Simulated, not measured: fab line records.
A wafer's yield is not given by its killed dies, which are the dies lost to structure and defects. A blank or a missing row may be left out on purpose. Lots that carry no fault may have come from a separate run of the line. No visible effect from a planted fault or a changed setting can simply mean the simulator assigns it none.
Problem report, 8D (eight disciplines) form, completed by code || flow n5Finfet || the parts of the form that need people (team, actions taken, sign-off) are left out

== 1. WHAT WENT WRONG ==
barrierFieldEndpointS at N5_BEOL_M3_CMP_52 reads a mean of 33.9 s on 5 wafers of 3 lots; wafers without a fault read 24.5 s with a standard deviation of 0.6. Relative to the usual mean, that is a shift of +16 standard deviations.
The step: polishes, stops on SiOC, t overpolish 6.8 s, target thk 40 nm.
First seen on wafer L578.6, day 9 15:53, on cmp-01. The record holds 30 wafers of 10 lots with a number at this step. By rule, "out" or "out of limits" means more than 4 standard deviations away from the usual mean. Any other wafer with a number is counted as sound.

== 2. WHAT IT IS, AND WHAT IT ISN'T ==
{"question": "which readings at this step", "is": "barrierFieldEndpointS", "is not": "headPressurePsi, motorCurrentA, slurryFlowMlMin"}
{"question": "which lots", "is": "L578, L579, L580", "is not": "L570, L571, L573, L575, L591, L592, L593"}
{"question": "which wafers of those lots", "is": "L578.5, L578.6, L579.5, L580.1, L580.6", "is not": "L578.4, L579.2, L579.3, L580.4"}
{"question": "read on which tools", "is": "cmp-01, cmp-02, cmp-03", "is not": "-"}
{"question": "when", "is": "from day 9 15:53", "is not": "up to then (13 sound wafers); but 12 sound wafers of L579, L580, L591, L592, L593 came after"}

== 3. THE SUSPECTS, EACH WITH WHAT RULES IT OUT ==
Counting: any tool at a process step up to the reading remains a suspect provided it ran every lot that is out. Sound lots after the first of them don't rule it out here, since some wafers of a struck lot are sound.
- pecvd-03 at N5_BEOL_M3_PECVD_72 (deposits SiO2 from TEOS/O2, target thk 16 nm, time 18 s): kept. It processed each lot that is out (first: L578, day 9 04:04); up to then, its last sound lot is L575 (day 8 21:22).
- pvdSputter-03 at N5_BEOL_M3_SPUTTER_90 (material Cu, target thk 4.5 nm, time 8.29 s): kept. It ran every lot that is out, first L578 (day 9 14:32).
- pvdSputter-03 at N5_BEOL_M3_SPUTTER_96 (material Cu, target thk 4.5 nm, time 8.29 s): kept. It ran every lot that is out, first L578 (day 9 15:11).
Left after counting: pecvd-03 at N5_BEOL_M3_PECVD_72, pvdSputter-03 at N5_BEOL_M3_SPUTTER_90, pvdSputter-03 at N5_BEOL_M3_SPUTTER_96.

== 4. THE CAUSE (what the simulator had put in) ==
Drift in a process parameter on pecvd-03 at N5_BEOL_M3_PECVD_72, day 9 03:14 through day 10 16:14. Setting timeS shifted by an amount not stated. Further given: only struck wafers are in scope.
3 suspects survive the count, and this tool is in that group.

== 5. THE EFFECT CHAIN, in route order ==
Rows list readings where the struck wafers' mean (over those with a number) sits beyond 3 standard deviations from the usual. Scope: only readings with a usual standard deviation given in the record; hours: median across lots of the time from each lot's start at the first step in this table that gives one to its start at this step; sigmas: change in usual standard deviations.
{"hours": 0, "step": "N5_BEOL_M3_CMP_52", "reading": "barrierFieldEndpointS", "usual": "24.5 s", "on struck wafers": 33.9, "change": "+9.4", "sigmas": "+16"}
The process steps in it:
- N5_BEOL_M3_CMP_52: polishes, stops on SiOC, t overpolish 6.8 s, target thk 40 nm.
Later measuring or inspecting steps at which every struck wafer that the step has a row for has a number for every such reading, and none has moved that far: N5_BEOL_M4_RC_MEAS_101.

== 6. WHAT WOULD HAVE CAUGHT IT SOONER ==
The fault began at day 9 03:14; the first out-of-limits reading in this record came at day 9 15:53, 13 hours later.
Of the tool readings at N5_BEOL_M3_PECVD_72 for which the record gives a usual standard deviation, none was out on any struck wafer, so an alarm limit of 4 standard deviations on them would not have fired.
L580, from the lots that are out (3), started N5_BEOL_M3_PECVD_72 on pecvd-03 later than day 9 15:53. It would have been spared by a hold on the tool at that moment.
